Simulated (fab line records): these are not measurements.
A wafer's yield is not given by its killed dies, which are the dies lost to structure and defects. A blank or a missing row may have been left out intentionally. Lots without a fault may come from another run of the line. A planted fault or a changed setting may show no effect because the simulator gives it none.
2 desks looking at one fault -- flow n5_finfet -- each desk holds nothing but its own numbers, with what lay behind them at the end

METROLOGY DESK
Means of the sampled wafers that have a number, per lot and without regard to the tool the lot ran on: this is what the gauges read. Any lot whose mean is over 4 standard deviations away from the usual mean is out of limits and marked OUT; that distance is given in the brackets.
Columns: A = thk_nm at N5_ILD0_THK_MEAS_08, usual 139.3 nm
lot,first seen here,A
L363,day 3 16:39,141.0
L364,day 3 21:10,138.5
L365,day 4 02:20,138.3
L367,day 4 19:49,139.4
L369,day 5 04:52,139.4
L371,day 5 13:47,139.2
L372,day 5 18:08,139.1
L374,day 6 08:52,138.7
L375,day 6 20:38,140.1
L384,day 8 21:38,138.6
L385,day 9 03:20,138.9
L386,day 9 11:05,140.8
This desk's finding: nothing out of limits on any of the 12 lots.

DESK OF THE TOOL OWNER: laser_anneal-02
At N5_SD_ACTIVATION_LSA_01 (time 0.0008 s), the tool's own readings, given per lot that ran on this tool as the mean of the sampled wafers with a number. Any lot whose mean is over 4 standard deviations away from the usual mean is out of limits and marked OUT; that distance is given in the brackets.
Columns: A = wafer_temp_C_max at N5_SD_ACTIVATION_LSA_01, usual 1085.5
lot,first seen here,A
L363,day 3 12:53,1085.7
L365,day 3 22:11,1084.3
L367,day 4 16:18,1083.2
L369,day 5 00:48,1084.6
L371,day 5 09:55,1085.0
L372,day 5 14:35,1084.8
L374,day 6 04:05,1005.4 (-53) OUT
L375,day 6 17:01,1004.9 (-54) OUT
L385,day 8 22:52,1085.1
This desk finds L374, L375 out of limits, L374 being first, at day 6 04:05 (wafer_temp_C_max at N5_SD_ACTIVATION_LSA_01). In limits: L363, L365, L367, L369, L371, L372, L385.

BROUGHT TOGETHER
The tool owner's desk had the chance to raise an alarm at day 6 04:05 on L374, L375.
Nothing out of limits was seen by the metrology desk.
The metrology desk has L374, L375 on record, within its limits.
Every lot named ran N5_SD_ACTIVATION_LSA_01 on laser_anneal-02.

WHAT THE SIMULATOR PUT IN
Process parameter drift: laser_anneal-02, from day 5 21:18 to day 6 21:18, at N5_SD_ACTIVATION_LSA_01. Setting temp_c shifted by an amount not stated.
Shown lots that were struck: L374, L375.
Delay in hours, fault start to first out-of-limits reading, by desk: the tool owner's desk at 7.
